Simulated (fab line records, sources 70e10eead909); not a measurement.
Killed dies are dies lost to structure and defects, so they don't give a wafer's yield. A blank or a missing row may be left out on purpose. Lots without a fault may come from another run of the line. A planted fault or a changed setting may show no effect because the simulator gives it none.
fab line records | flow nand_harc
record lots=6 wafers=18 last_day=33
route steps=1302 shown A_BLC@1118 A_M0@1137 END@1302
lots that met no fault: from a run of the same line without faults
start_h: hours from the record's first day to the start of the lot's first wafer shown | wait_h: hours since the lot's step before | " the same as in the row above | L1.1+2: a row that stands for several wafers | - no value, or no start given | * or withheld: withheld | < > ~ a bound
route shown NAME@n: a module of which the file shows steps, and the number in the route of the first | usual: mean/standard deviation of fault-free wafers | same: alike in all rows | chamber/n: place in a boat | sites: the reading at each site | _std_site: their standard deviation | _edge_site: outer sites' mean less inner sites' | radius_mm: how far each site lies from the wafer's centre | mask NAME#n: copy n | behind: the tool/chamber that last shaped the wafer | hold: why the lot was held/for how many hours/how that ended | device: the transistor (n, p or np) that didn't switch | end of line: the same wafers' tests at the end of the route | a step without rows: its recipe alone | killed: dies lost to structure and defects at the first sort, not the wafer's yield | map: a wafer's dies, x killed, . not, _ none there
set.NAME: the setting as run; set.NAME@STEP: as run at that earlier step | model.NAME: the simulator's own value behind a step, which no gauge read
lots at some steps of the route; a table a step, a row a wafer
services: from which hour (start_h, from the record's first day; less than 0 if before it) a tool's chamber was out of use, for how many hours, and why
## steps
# step NHARC_A_BLC_OVL_MEAS_11
# usual overlay_x_nm=0.0/0.84 overlay_y_nm=-0.5/0.84
# columns lot.wafer tool chamber start_h wait_h overlay_x_nm overlay_y_nm
L381.3 overlay-02 - 522.54 - -0.9 0.1
L381.4 " - " " -1.3 0.8
L381.6 " - " " -1.1 -0.1
L388.1 overlay-01 - 586.43 - -0.6 -0.7
L388.2 " - " " -0.8 -1.3
L388.5 " - " " -0.4 -1.0
L389.1 overlay-01 - 613.57 - -1.3 -0.6
L389.3 " - " " -0.4 -0.4
L389.5 " - " " -0.6 -0.4
L397.1 overlay-02 - 690.35 - 0.0 0.7
L397.4 " - " " 0.0 0.4
L397.6 " - " " -0.2 0.4
L402.1 overlay-02 - 734.62 - 0.0 0.0
L402.2 " - " " -0.2 0.7
L402.5 " - " " 0.2 0.1
L404.3 overlay-02 - 745.65 - 1.1 0.2
L404.4 " - " " 1.5 1.0
L404.5 " - " " 1.0 0.2
# step NHARC_A_BLC_INSPECT_12
# usual raw_defect_count=85/29
# columns lot.wafer tool chamber start_h wait_h raw_defect_count
L381.3 defect_inspect-01 - 522.58 0.0 121
L381.4 " - " " 139
L381.6 " - " " 158
L388.1 defect_inspect-02 - 586.47 0.0 83
L388.2 " - " " 79
L388.5 " - " " 89
L389.1 defect_inspect-02 - 613.60 0.0 98
L389.3 " - " " 102
L389.5 " - " " 78
L397.1 defect_inspect-01 - 690.39 0.0 129
L397.4 " - " " 105
L397.6 " - " " 112
L402.1 defect_inspect-01 - 734.65 0.0 59
L402.2 " - " " 56
L402.5 " - " " 75
L404.3 defect_inspect-01 - 745.69 0.0 28
L404.4 " - " " 26
L404.5 " - " " 27
# step NHARC_A_BLC_DESCUM_15
# recipe time_s=3 o2_flow_sccm=200 ar_flow_sccm=0 bias_power_w=0 chemistry=O2
# step NHARC_A_BLC_ETCH_16
# recipe target_depth_a=390 over_etch_frac=0.3 time_s=65 ion_energy_ev=80 cf4_flow_sccm=150 ar_flow_sccm=0 rf_w=300 bias_w=100 chemistry=CF4
# step NHARC_A_BLC_ETCH_17
# recipe target_depth_a=3900 over_etch_frac=0.25 time_s=609.38 ion_energy_ev=200 n2_flow_sccm=150 h2_flow_sccm=150 ar_flow_sccm=0 rf_w=400 bias_w=150 chemistry=N2/H2
# step NHARC_A_BLC_ETCH_18
# recipe target_depth_a=9100 c4f8_flow_sccm=20 o2_flow_sccm=10 ar_flow_sccm=withheld rf_w=600 bias_w=1500 chemistry=C4F8/O2/Ar
# step NHARC_A_BLC_CD_MEAS_19
# usual cd_nm=101.3/2.3
# columns lot.wafer tool chamber start_h wait_h cd_nm
L381.3 cd_sem-01 - 523.61 - 100.6
L381.4 " - " " 105.3
L381.6 " - " " 100.4
L388.1 cd_sem-03 - 587.50 - 103.5
L388.2 " - " " 104.4
L388.5 " - " " 100.3
L389.1 cd_sem-03 - 614.64 - 104.3
L389.3 " - " " 101.3
L389.5 " - " " 100.9
L397.1 cd_sem-02 - 691.41 - 98.5
L397.4 " - " " 98.7
L397.6 " - " " 98.7
L402.1 cd_sem-02 - 735.68 - 101.7
L402.2 " - " " 101.3
L402.5 " - " " 100.6
L404.3 cd_sem-01 - 746.72 - 96.7
L404.4 " - " " 99.8
L404.5 " - " " 100.1
# step NHARC_A_BLC_STRIP_29
# recipe cf4_flow_sccm=150 ar_flow_sccm=0 bias_w=0 chemistry=CF4
# step NHARC_A_BLC_STRIP_21
# recipe o2_flow_sccm=500 ar_flow_sccm=0 bias_w=0 chemistry=O2
# usual drypump_motor_current_A=5.8/0.51 oes_product_au=1.001/0.012 rf_vpp_V=58.1/0.8 showerhead_plenum_p_Torr=3.60/0.1 throttle_valve_pct=17.036/0.0095
# columns lot.wafer tool chamber start_h wait_h drypump_motor_current_A oes_product_au rf_hours_counter_h rf_vpp_V showerhead_plenum_p_Torr throttle_valve_pct
L381.3 rie_diel-09 0 523.79 0.1 6.3 0.990 1 57.7 3.51 17.050
L381.4 " 2 " " 6.3 1.003 1 57.4 3.69 17.040
L381.6 " 3 " " 5.4 1.023 - 59.9 3.68 17.033
L388.1 rie_diel-09 1 587.68 0.1 5.6 1.018 4 58.5 3.55 17.037
L388.2 " 0 " " 6.3 0.995 6 58.2 3.51 17.040
L388.5 " 1 " " 5.6 1.009 - 58.5 3.55 17.027
L389.1 rie_diel-09 0 614.82 0.1 6.3 1.002 7 58.7 3.51 17.035
L389.3 " 1 " " 5.5 1.009 5 59.1 3.55 17.028
L389.5 " 1 " " 5.6 1.012 - 57.4 3.55 17.036
L397.1 rie_diel-05 1 691.60 0.1 5.5 1.004 9 57.8 3.64 17.039
L397.4 " 3 " " 5.0 1.005 10 57.7 3.58 17.042
L397.6 " 1 " " 5.5 0.994 - 58.0 3.64 17.039
L402.2 rie_diel-05 2 735.86 0.1 6.4 1.000 14 57.6 3.74 17.026
L402.1 " 3 " " 5.0 1.005 14 57.8 3.58 17.039
L402.5 " 2 " " 6.4 1.004 - 57.3 3.74 17.030
L404.3 rie_diel-08 2 746.90 0.1 5.8 1.007 3 57.8 3.60 17.038
L404.4 " 3 " " 6.3 0.998 2 58.6 3.77 17.036
L404.5 " 2 " " 5.8 0.995 - 57.0 3.60 17.034
# step NHARC_A_BLC_STRIP_22
# recipe time_s=600 temp_c=30 chemistry=post_etch_residue_remover
# step NHARC_A_BLC_DEGAS_30
# recipe temp_c=300 time_s=60
# usual heater_power_w=489/49
# columns lot.wafer tool chamber start_h wait_h heater_power_w
L381.4 pvd_sputter-02 - 524.22 - 536
L381.3 " - " " 543
L381.6 " - " " 486
L388.1 pvd_sputter-02 - 588.11 - 574
L388.2 " - " " 533
L388.5 " - " " 477
L389.1 pvd_sputter-02 - 615.25 - 448
L389.3 " - " " 564
L389.5 " - " " 460
L397.4 pvd_sputter-02 - 692.03 - 509
L397.1 " - " " 457
L397.6 " - " " 548
L402.1 pvd_sputter-02 - 736.28 - 501
L402.2 " - " " 552
L402.5 " - " " 452
L404.3 pvd_sputter-03 - 747.33 - 481
L404.4 " - " " 427
L404.5 " - " " 460
# step NHARC_A_BLC_PRE_CLEAN_31
# recipe time_s=15 bias_v=250 gas=Ar
# step NHARC_A_BLC_PVD_32
# recipe target_thk_a=50 chamber_pressure_pa=5 power_w=5000 substrate_temp_c=200 time_s=17.7 material=Ti
# usual throttle_valve_pct=30.4/1.1
# columns lot.wafer tool chamber start_h wait_h throttle_valve_pct
L381.4 pvd_sputter-02 - 524.34 - 29.9
L381.3 " - " " 32.5
L381.6 " - " " 29.9
L388.1 pvd_sputter-02 - 588.23 - 30.8
L388.2 " - " " 32.1
L388.5 " - " " 29.6
L389.1 pvd_sputter-02 - 615.39 - 30.0
L389.3 " - " " 32.2
L389.5 " - " " 31.1
L397.4 pvd_sputter-02 - 692.15 - 30.8
L397.1 " - " " 30.3
L397.6 " - " " 30.2
L402.1 pvd_sputter-02 - 736.41 - 30.5
L402.2 " - " " 32.3
L402.5 " - " " 30.2
L404.3 pvd_sputter-03 - 747.46 - 31.9
L404.4 " - " " 29.9
L404.5 " - " " 31.6
# step NHARC_A_BLC_ALD_23
# recipe target_thk_a=30 pulse_time_s=1 ald_cycles=150 temp_c=450 material=TiN
# step NHARC_A_BLC_CVD_24
# recipe target_thk_a=1500 temp_c=300 pressure_torr=40 wf6_flow_sccm=40 h2_flow_sccm=1600 ar_flow_sccm=1560 time_s=434 material=W
# step NHARC_A_BLC_CMP_25
# recipe t_overpolish_s=30 target_thk_nm=150
# usual motor_current_A=12.1/1 overpolish_run_s=29.998/0.0093 time_to_endpoint_s=28.8/2.6
# columns lot.wafer tool chamber start_h wait_h motor_current_A overpolish_run_s time_to_endpoint_s
L381.4 cmp-04 2 525.25 0.3 11.7 29.998 25.0
L381.3 " 3 " " 11.8 30.007 25.6
L381.6 " 2 " " 11.5 29.995 25.3
L388.1 cmp-01 2 589.10 0.5 12.7 30.013 26.1
L388.2 " 1 " " 10.5 29.988 29.4
L388.5 " 3 " " 11.9 29.993 30.1
L389.3 cmp-01 0 616.25 0.2 11.3 29.992 27.5
L389.1 " 2 " " 12.1 30.004 29.3
L389.5 " 1 " " 10.9 30.000 31.2
L397.1 cmp-04 3 693.06 0.5 11.5 30.001 27.0
L397.4 " 1 " " 13.0 30.009 31.0
L397.6 " 2 " " 11.7 29.989 24.0
L402.2 cmp-01 2 737.30 0.5 13.5 30.011 23.3
L402.1 " 3 " " 12.6 30.017 28.2
L402.5 " 0 " " 10.9 29.986 28.7
L404.4 cmp-01 3 748.35 0.3 13.3 29.991 25.9
L404.3 " 0 " " 11.3 30.016 24.6
L404.5 " 1 " " 10.8 29.996 27.0
# step NHARC_A_BLC_SRD_27
# step NHARC_A_BLC_INSPECT_28
# usual raw_defect_count=502/110
# columns lot.wafer tool chamber start_h wait_h raw_defect_count
L381.3 defect_inspect-01 - 525.64 0.1 484
L381.4 " - " " 616
L381.6 " - " " 667
L388.1 defect_inspect-02 - 589.51 0.1 408
L388.2 " - " " 496
L388.5 " - " " 524
L389.1 defect_inspect-02 - 616.66 0.1 631
L389.3 " - " " 402
L389.5 " - " " 306
L397.1 defect_inspect-02 - 693.43 0.1 497
L397.4 " - " " 557
L397.6 " - " " 580
L402.1 defect_inspect-02 - 737.65 0.1 492
L402.2 " - " " 546
L402.5 " - " " 563
L404.3 defect_inspect-01 - 748.70 0.1 454
L404.4 " - " " 472
L404.5 " - " " 686
# step NHARC_A_M0_DEP_00
# recipe target_thk_a=1500 target_thk_nm=150 temp_c=withheld pressure_torr=5 flow_sccm=200 rf_w=600 material=SiOC
# step NHARC_A_M0_DEHYDRATE_01
# recipe temp_c=150 time_s=120
# step NHARC_A_M0_HMDS_02
# recipe time_s=30
# step NHARC_A_M0_COAT_33
# recipe temp_c=200 time_s=65
# step NHARC_A_M0_COAT_03
# recipe spin_rpm=1500 resist_thk_nm=90
# step NHARC_A_M0_SOFTBAKE_04
# recipe temp_c=105 time_s=55
# step NHARC_A_M0_EBR_05
# step NHARC_A_M0_EXPOSE_06
# recipe na=1.35 target_cd_nm=80 dose_mj=83.25 mask_id=A_M0
# step NHARC_A_M0_PEB_07
# recipe peb_temp_c=100 peb_time_s=65
# step NHARC_A_M0_DEVELOP_08
# recipe develop_time_s=35 dev_temp_c=23
# step NHARC_A_M0_CD_MEAS_09
# recipe target_cd_nm=80 landing_energy_ev=500
# usual cd_nm=79.6/0.65
# columns lot.wafer tool chamber start_h wait_h cd_nm
L381.3 cd_sem-02 0 526.54 - 79.0
L381.4 " 0 " " 78.5
L381.6 " 0 " " 78.9
L388.1 cd_sem-03 0 590.41 - 78.9
L388.5 " 0 " " 79.3
L389.1 cd_sem-02 0 617.44 - 79.2
L389.5 " 0 " " 79.4
L397.1 cd_sem-02 0 694.33 - 81.2
L397.4 " 0 " " 80.3
L397.6 " 0 " " 80.7
L402.1 cd_sem-02 0 738.56 - 79.5
L402.2 " 0 " " 80.4
L402.5 " 0 " " 79.9
L404.3 cd_sem-02 0 749.62 - 78.8
L404.4 " 0 " " 80.2
L404.5 " 0 " " 79.8
# step NHARC_A_M0_OVL_MEAS_10
# recipe pitch_nm=160
# usual overlay_x_nm=-0.2/0.88 overlay_y_nm=0.0/0.76
# columns lot.wafer tool chamber start_h wait_h overlay_x_nm overlay_y_nm
L381.3 overlay-02 - 526.62 - 0.1 0.7
L381.4 " - " " 0.2 0.9
L381.6 " - " " 0.4 1.2
L388.1 overlay-02 - 590.50 - -0.8 -0.8
L388.5 " - " " -0.9 -1.4
L389.1 overlay-01 - 617.52 - -0.4 -0.1
L389.5 " - " " -1.1 -0.4
L397.1 overlay-01 - 694.42 - 0.3 -0.8
L397.4 " - " " -0.5 -0.6
L397.6 " - " " -0.1 -1.0
L402.1 overlay-02 - 738.65 - -0.2 1.1
L402.2 " - " " 0.7 0.7
L402.5 " - " " -0.1 0.4
L404.3 overlay-02 - 749.70 - 1.0 -1.4
L404.4 " - " " 0.1 -0.9
L404.5 " - " " 0.9 -1.8
# step NHARC_A_M0_INSPECT_11
# usual raw_defect_count=85/29
# columns lot.wafer tool chamber start_h wait_h raw_defect_count
L381.3 defect_inspect-02 - 526.66 0.0 124
L381.4 " - " " 143
L381.6 " - " " 160
L388.1 defect_inspect-02 - 590.53 0.0 79
L388.5 " - " " 85
L389.1 defect_inspect-01 - 617.56 0.0 97
L389.5 " - " " 78
L397.1 defect_inspect-01 - 694.45 0.0 128
L397.4 " - " " 107
L397.6 " - " " 109
L402.1 defect_inspect-02 - 738.68 0.0 59
L402.2 " - " " 58
L402.5 " - " " 67
L404.3 defect_inspect-01 - 749.74 0.0 27
L404.4 " - " " 25
L404.5 " - " " 25
# step NHARC_A_M0_DESCUM_14
# recipe time_s=3 o2_flow_sccm=200 ar_flow_sccm=0 bias_power_w=0 chemistry=O2
# usual drypump_motor_current_A=5.79/0.29 oes_product_au=0.999/0.012 rf_vpp_V=57.8/0.86 showerhead_plenum_p_Torr=1.91/0.084 throttle_valve_pct=11.310/0.0085
# columns lot.wafer tool chamber start_h wait_h drypump_motor_current_A oes_product_au rf_hours_counter_h rf_vpp_V showerhead_plenum_p_Torr throttle_valve_pct
L381.3 rie_diel-07 0 526.73 0.1 5.67 0.988 2 57.8 1.79 11.308
L381.4 " 2 " " 5.67 0.997 3 57.5 1.96 11.322
L381.6 " 3 " " 5.86 0.996 - 58.2 1.78 11.332
L388.1 rie_diel-13 2 590.62 0.1 6.19 1.001 5 57.6 2.03 11.309
L388.5 " 2 " " 6.19 0.988 - 58.6 2.03 11.306
L389.1 rie_diel-13 1 617.62 0.1 6.02 1.018 4 55.7 1.84 11.307
L389.5 " 2 " " 6.18 1.014 - 59.5 2.03 11.318
L397.4 rie_diel-07 2 694.51 0.1 5.70 0.983 1 57.9 1.96 11.304
L397.1 " 1 " " 5.30 0.991 2 57.9 1.94 11.310
L397.6 " 2 " " 5.69 0.977 - 56.7 1.95 11.320
L402.1 rie_diel-04 3 738.75 0.1 5.75 0.996 1 56.7 1.89 11.310
L402.2 " 0 " " 6.15 0.983 1 58.4 2.03 11.318
L402.5 " 2 " " 5.29 0.992 - 58.3 1.96 11.299
L404.4 rie_diel-04 3 749.80 0.1 5.76 0.995 1 58.3 1.89 11.310
L404.3 " 1 " " 5.55 1.002 2 58.9 1.98 11.306
L404.5 " 3 " " 5.77 1.008 - 57.8 1.89 11.302
# step NHARC_A_M0_ETCH_34
# recipe target_depth_a=400 overetch_a=120 time_s=43.94 ion_energy_ev=200 n2_flow_sccm=150 h2_flow_sccm=150 ar_flow_sccm=0 rf_w=400 bias_w=150 chemistry=N2/H2
# step NHARC_A_M0_ETCH_15
# recipe target_depth_a=1500 overetch_a=150 time_s=82.5 c4f8_flow_sccm=withheld ar_flow_sccm=400 rf_w=600 bias_w=300 chemistry=C4F8/Ar
# step NHARC_A_M0_CD_MEAS_16
# usual cd_nm=79.6/0.78
# columns lot.wafer tool chamber start_h wait_h cd_nm
L381.3 cd_sem-02 - 527.02 - 80.3
L381.4 " - " " 78.1
L381.6 " - " " 79.5
L388.1 cd_sem-03 - 590.94 - 78.8
L388.5 " - " " 79.2
L389.1 cd_sem-02 - 617.92 - 79.1
L389.5 " - " " 79.5
L397.1 cd_sem-03 - 694.81 - 80.6
L397.4 " - " " 80.1
L397.6 " - " " 80.6
L402.1 cd_sem-01 - 739.04 - 79.7
L402.2 " - " " 80.2
L402.5 " - " " 79.9
L404.3 cd_sem-02 - 750.10 - 79.1
L404.4 " - " " 80.1
L404.5 " - " " 80.2
# step NHARC_A_M0_STRIP_18
# recipe power_w=1000 n2_flow_sccm=150 h2_flow_sccm=150 ar_flow_sccm=0 bias_w=0 chemistry=N2/H2
# step NHARC_A_M0_STRIP_19
# recipe time_s=600 temp_c=30 chemistry=post_etch_residue_remover
# step NHARC_A_M0_DEGAS_28
# recipe temp_c=250 time_s=60
# step NHARC_A_M0_PRE_CLEAN_29
# recipe time_s=30 temp_c=280 gas=H2/He
# step NHARC_A_M0_PVD_20
# recipe target_thk_a=50 bias_v=168.6 power_w=15000 chamber_pressure_pa=0.12 time_s=8.06 substrate_temp_c=50 material=TaN
# usual throttle_valve_pct=30.3/1.2
# columns lot.wafer tool chamber start_h wait_h throttle_valve_pct
L381.3 pvd_sputter-03 - - - 31.0
L381.4 " - " " 30.5
L381.6 " - " " 30.9
L388.1 pvd_sputter-02 - - - 30.0
L388.5 " - " " 29.8
L389.1 pvd_sputter-02 - - - 30.1
L389.5 " - " " 32.4
L397.1 pvd_sputter-02 - - - 30.1
L397.4 " - " " 30.9
L397.6 " - " " 32.7
L402.2 pvd_sputter-03 - - - 31.6
L402.1 " - " " 29.9
L402.5 " - " " 30.3
L404.4 pvd_sputter-03 - - - 30.7
L404.3 " - " " 29.8
L404.5 " - " " 28.1
# step NHARC_A_M0_PVD_21
# recipe target_thk_a=300 chamber_pressure_pa=5 power_w=5000 substrate_temp_c=30 time_s=20.49 material=Cu
# step NHARC_END_SORT_01
# recipe temp_c=25
# usual killed_at_array=59/16 killed_at_other=0.8/1.1 killed_at_periphery=3.6/2.4 killed_dies=64/16 killed_open=3.4/1.8 killed_short=2.5/1.6
# same gross_dies=677
# columns lot.wafer tool chamber start_h wait_h killed_at_array killed_at_other killed_at_periphery killed_dies killed_open killed_short
L381.3 prober-01 0 565.94 3.1 86 0 3 89 1 3
L381.4 prober-01 0 566.75 3.4 78 0 5 83 3 0
L381.6 prober-01 0 568.35 4.0 99 0 6 105 3 2
L388.2 prober-01 0 632.18 2.8 676 0 1 677 1 5
L389.1 prober-02 0 660.07 2.5 53 0 9 62 1 3
L389.3 prober-02 0 661.66 3.1 664 4 9 677 3 3
L389.5 prober-02 0 663.25 3.7 52 1 7 60 2 3
L397.1 prober-01 0 733.71 2.5 74 0 4 78 3 4
L397.4 prober-01 0 736.15 3.4 60 1 2 63 3 2
L397.6 prober-01 0 737.77 4.1 65 1 3 69 3 3
L402.1 prober-02 0 779.49 2.5 41 4 10 55 4 1
L404.3 prober-01 0 790.64 3.1 29 0 2 31 4 2
L404.4 prober-01 0 791.45 3.4 31 0 1 32 4 3
L404.5 prober-01 0 792.27 3.8 26 0 4 30 2 4
# killed by level:class
L381.3 A_CHANNEL_HOLE_D2:chamber_film_flake=29 A_CHANNEL_HOLE_D1:chamber_film_flake=28 A_SLIT:chamber_film_flake=15 A_STAIRCASE:chamber_film_flake=4 A_WL_FILL:chamber_film_flake=3 A_CONTACT:chamber_film_flake=3 A_SOURCE_PLATE:geometric_particle:short=1 A_CHANNEL_FILL_D1:geometric_particle:short=1
L381.4 A_CHANNEL_HOLE_D2:chamber_film_flake=28 A_SLIT:chamber_film_flake=22 A_CHANNEL_HOLE_D1:chamber_film_flake=19 A_CONTACT:chamber_film_flake=4 P_M2:chamber_film_flake=2 A_DECK1_JOINT:chamber_film_flake=2 P_GATE:geometric_particle:open=1 P_M0:geometric_particle:open=1
L381.6 A_CHANNEL_HOLE_D1:chamber_film_flake=36 A_CHANNEL_HOLE_D2:chamber_film_flake=34 A_SLIT:chamber_film_flake=17 A_CONTACT:chamber_film_flake=7 P_M2:chamber_film_flake=4 P_GATE:geometric_particle:open=1 P_CONTACT:geometric_particle:open=1 A_CHANNEL_FILL_D1:geometric_particle:short=1
L388.2 A_BLC:area_pvd=619 A_CHANNEL_HOLE_D2:chamber_film_flake=38 A_CHANNEL_HOLE_D1:chamber_film_flake=5 A_CONTACT:chamber_film_flake=5 A_STAIRCASE:chamber_film_flake=2 P_M0:geometric_particle:short=1 A_SOURCE_PLATE:geometric_particle:open=1 A_SOURCE_PLATE:geometric_particle:short=1
L389.1 A_SLIT:chamber_film_flake=30 A_CHANNEL_HOLE_D2:chamber_film_flake=13 P_CONTACT:chamber_film_flake=8 A_CHANNEL_HOLE_D1:chamber_film_flake=3 A_CONTACT:chamber_film_flake=3 A_ONON_D2:geometric_particle:short=1 A_CHANNEL_FILL_D2:geometric_particle:short=1 A_CHANNEL_FILL_D2:geometric_particle:open=1
L389.3 A_BLC:area_pvd=597 A_SLIT:chamber_film_flake=36 A_CHANNEL_HOLE_D2:chamber_film_flake=11 P_CONTACT:chamber_film_flake=8 A_CHANNEL_HOLE_D1:chamber_film_flake=7 THIN_TSV:chamber_film_flake=4 A_STAIRCASE:chamber_film_flake=3 A_CONTACT:chamber_film_flake=3
L389.5 A_SLIT:chamber_film_flake=25 A_CHANNEL_HOLE_D2:chamber_film_flake=12 P_CONTACT:chamber_film_flake=6 A_CHANNEL_HOLE_D1:chamber_film_flake=6 A_CONTACT:chamber_film_flake=2 P_GATE:geometric_particle:short=1 A_CHANNEL_HOLE_D2:geometric_particle:short=1 A_CHANNEL_FILL_D2:geometric_particle:open=1
L397.1 A_SLIT:chamber_film_flake=36 A_CHANNEL_HOLE_D2:chamber_film_flake=13 A_CHANNEL_HOLE_D1:chamber_film_flake=10 A_CONTACT:chamber_film_flake=7 A_BLC:chamber_film_flake=2 P_CONTACT:geometric_particle:open=1 P_CONTACT:geometric_particle:short=1 A_CHANNEL_FILL_D1:geometric_particle:short=1
L397.4 A_SLIT:chamber_film_flake=33 A_CHANNEL_HOLE_D2:chamber_film_flake=12 A_CHANNEL_HOLE_D1:chamber_film_flake=8 P_CONTACT:geometric_particle:open=1 A_CHANNEL_FILL_D1:geometric_particle:open=1 A_DECK1_JOINT:geometric_particle:short=1 A_WL_FILL:geometric_particle:short=1 A_BONDPAD:geometric_particle:open=1
L397.6 A_SLIT:chamber_film_flake=29 A_CHANNEL_HOLE_D2:chamber_film_flake=17 A_CHANNEL_HOLE_D1:chamber_film_flake=5 A_CHANNEL_FILL_D2:chamber_film_flake=3 A_STAIRCASE:chamber_film_flake=3 A_CONTACT:chamber_film_flake=3 A_M0:geometric_particle:short=2 P_GATE:geometric_particle:open=1
L402.1 A_SLIT:chamber_film_flake=28 P_GATE:chamber_film_flake=9 A_CONTACT:chamber_film_flake=4 THIN_TSV:chamber_film_flake=4 A_STAIRCASE:chamber_film_flake=3 P_M2:geometric_particle:open=1 A_CHANNEL_FILL_D1:geometric_particle:short=1 A_ONON_D2:geometric_particle:open=1
L404.3 A_SLIT:chamber_film_flake=10 A_CONTACT:chamber_film_flake=5 A_CHANNEL_HOLE_D1:chamber_film_flake=3 A_ONON_D2:geometric_particle:open=2 A_ZERO_WELL:chamber_film_flake=2 A_CHANNEL_HOLE_D2:chamber_film_flake=2 A_M1:chamber_film_flake=2 P_GATE:geometric_particle:open=1
L404.4 A_SLIT:chamber_film_flake=8 A_CHANNEL_HOLE_D1:chamber_film_flake=6 A_CONTACT:chamber_film_flake=5 A_WL_FILL:geometric_particle:short=2 A_WL_FILL:chamber_film_flake=2 A_M1:chamber_film_flake=2 A_ONON_D1:geometric_particle:short=1 A_CHANNEL_HOLE_D1:geometric_particle:open=1
L404.5 A_SLIT:chamber_film_flake=7 A_CHANNEL_HOLE_D1:chamber_film_flake=6 A_CONTACT:chamber_film_flake=5 P_ZERO_WELL:chamber_film_flake=2 P_M0:geometric_particle:open=1 A_SOURCE_PLATE:geometric_particle:open=1 A_SOURCE_PLATE:geometric_particle:short=1 A_ONON_D1:geometric_particle:short=1
# map L388.2 (x killed, . not)
____________x____________
_________xxxxxxx_________
_______xxxxxxxxxxx_______
______xxxxxxxxxxxxx______
_____xxxxxxxxxxxxxxx_____
____xxxxxxxxxxxxxxxxx____
____xxxxxxxxxxxxxxxxx____
___xxxxxxxxxxxxxxxxxxx___
___xxxxxxxxxxxxxxxxxxx___
__xxxxxxxxxxxxxxxxxxxxx__
__xxxxxxxxxxxxxxxxxxxxx__
_xxxxxxxxxxxxxxxxxxxxxxx_
_xxxxxxxxxxxxxxxxxxxxxxx_
_xxxxxxxxxxxxxxxxxxxxxxx_
_xxxxxxxxxxxxxxxxxxxxxxx_
_xxxxxxxxxxxxxxxxxxxxxxx_
xxxxxxxxxxxxxxxxxxxxxxxxx
xxxxxxxxxxxxxxxxxxxxxxxxx
xxxxxxxxxxxxxxxxxxxxxxxxx
xxxxxxxxxxxxxxxxxxxxxxxxx
xxxxxxxxxxxxxxxxxxxxxxxxx
_xxxxxxxxxxxxxxxxxxxxxxx_
_xxxxxxxxxxxxxxxxxxxxxxx_
_xxxxxxxxxxxxxxxxxxxxxxx_
_xxxxxxxxxxxxxxxxxxxxxxx_
_xxxxxxxxxxxxxxxxxxxxxxx_
__xxxxxxxxxxxxxxxxxxxxx__
__xxxxxxxxxxxxxxxxxxxxx__
___xxxxxxxxxxxxxxxxxxx___
___xxxxxxxxxxxxxxxxxxx___
____xxxxxxxxxxxxxxxxx____
____xxxxxxxxxxxxxxxxx____
_____xxxxxxxxxxxxxxx_____
______xxxxxxxxxxxxx______
_______xxxxxxxxxxx_______
_________xxxxxxx_________
____________x____________
# map L389.3 (x killed, . not)
____________x____________
_________xxxxxxx_________
_______xxxxxxxxxxx_______
______xxxxxxxxxxxxx______
_____xxxxxxxxxxxxxxx_____
____xxxxxxxxxxxxxxxxx____
____xxxxxxxxxxxxxxxxx____
___xxxxxxxxxxxxxxxxxxx___
___xxxxxxxxxxxxxxxxxxx___
__xxxxxxxxxxxxxxxxxxxxx__
__xxxxxxxxxxxxxxxxxxxxx__
_xxxxxxxxxxxxxxxxxxxxxxx_
_xxxxxxxxxxxxxxxxxxxxxxx_
_xxxxxxxxxxxxxxxxxxxxxxx_
_xxxxxxxxxxxxxxxxxxxxxxx_
_xxxxxxxxxxxxxxxxxxxxxxx_
xxxxxxxxxxxxxxxxxxxxxxxxx
xxxxxxxxxxxxxxxxxxxxxxxxx
xxxxxxxxxxxxxxxxxxxxxxxxx
xxxxxxxxxxxxxxxxxxxxxxxxx
xxxxxxxxxxxxxxxxxxxxxxxxx
_xxxxxxxxxxxxxxxxxxxxxxx_
_xxxxxxxxxxxxxxxxxxxxxxx_
_xxxxxxxxxxxxxxxxxxxxxxx_
_xxxxxxxxxxxxxxxxxxxxxxx_
_xxxxxxxxxxxxxxxxxxxxxxx_
__xxxxxxxxxxxxxxxxxxxxx__
__xxxxxxxxxxxxxxxxxxxxx__
___xxxxxxxxxxxxxxxxxxx___
___xxxxxxxxxxxxxxxxxxx___
____xxxxxxxxxxxxxxxxx____
____xxxxxxxxxxxxxxxxx____
_____xxxxxxxxxxxxxxx_____
______xxxxxxxxxxxxx______
_______xxxxxxxxxxx_______
_________xxxxxxx_________
____________x____________
## services
# columns tool chamber start_h hours kind
cmp-04 - 503.00 4.0 pm
rie_diel-04 - 531.95 9.0 pm
cmp-04 - 535.14 2.6 repair
pvd_sputter-03 - 536.95 10.0 pm
rie_diel-09 1 558.13 10.2 repair
rie_diel-04 0 573.94 16.9 repair
rie_diel-05 - 583.60 9.0 pm
pvd_sputter-03 - 589.74 2.0 repair
cmp-01 - 596.16 4.0 pm
cmp-04 - 599.48 0.4 repair
rie_diel-04 3 621.34 4.6 repair
rie_diel-04 2 630.77 7.8 repair
rie_diel-04 - 632.94 0.5 repair
cmp-01 - 636.56 0.3 repair
pvd_sputter-02 - 638.00 10.0 pm
rie_diel-07 - 648.20 9.0 pm
pvd_sputter-02 - 648.77 6.2 repair
cmp-01 - 658.03 6.7 repair
rie_diel-09 - 674.10 9.0 pm
cmp-01 - 676.33 0.9 repair
cmp-01 - 694.16 4.0 pm
pvd_sputter-03 - 714.98 10.0 pm
rie_diel-09 3 719.01 4.5 repair
pvd_sputter-02 - 746.53 3.1 repair
## key
first_sign step=NHARC_END_SORT_01 reading=killed_dies direction=up sigmas=39 usual=64 struck=677
effect step=NHARC_END_SORT_01 reading=killed_at_array direction=up sigmas=38 usual=59 struck=670
more_kills_born_at NHARC_A_BLC_PVD_32@pvd_sputter-02=1216
met_at NHARC_A_BLC_PVD_32
struck_wafers L388.2,L389.3
later_rows_left_out L388.2,L389.3
tester_left_out L388,L389
onset_between 524.34 588.23
fault kind=process_parameter_drift tool=pvd_sputter-02 chamber=- onset_h=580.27 steps=NHARC_A_BLC_PVD_32 channel=target_thk_a offset=* shape=step end_h=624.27 acts_in=* stated=* scope=struck_wafers_only
# tester_left_out: of these lots the tester's yield and bins aren't shown, on N5 and GAA mostly nor the transistor test; their killed dies are dies lost to structure and defects alone, not to doping, threshold or leakage, so they don't give the yield
# later_rows_left_out: the simulator's readings of these wafers behind a module that went badly wrong aren't trusted and aren't shown, but for the sort
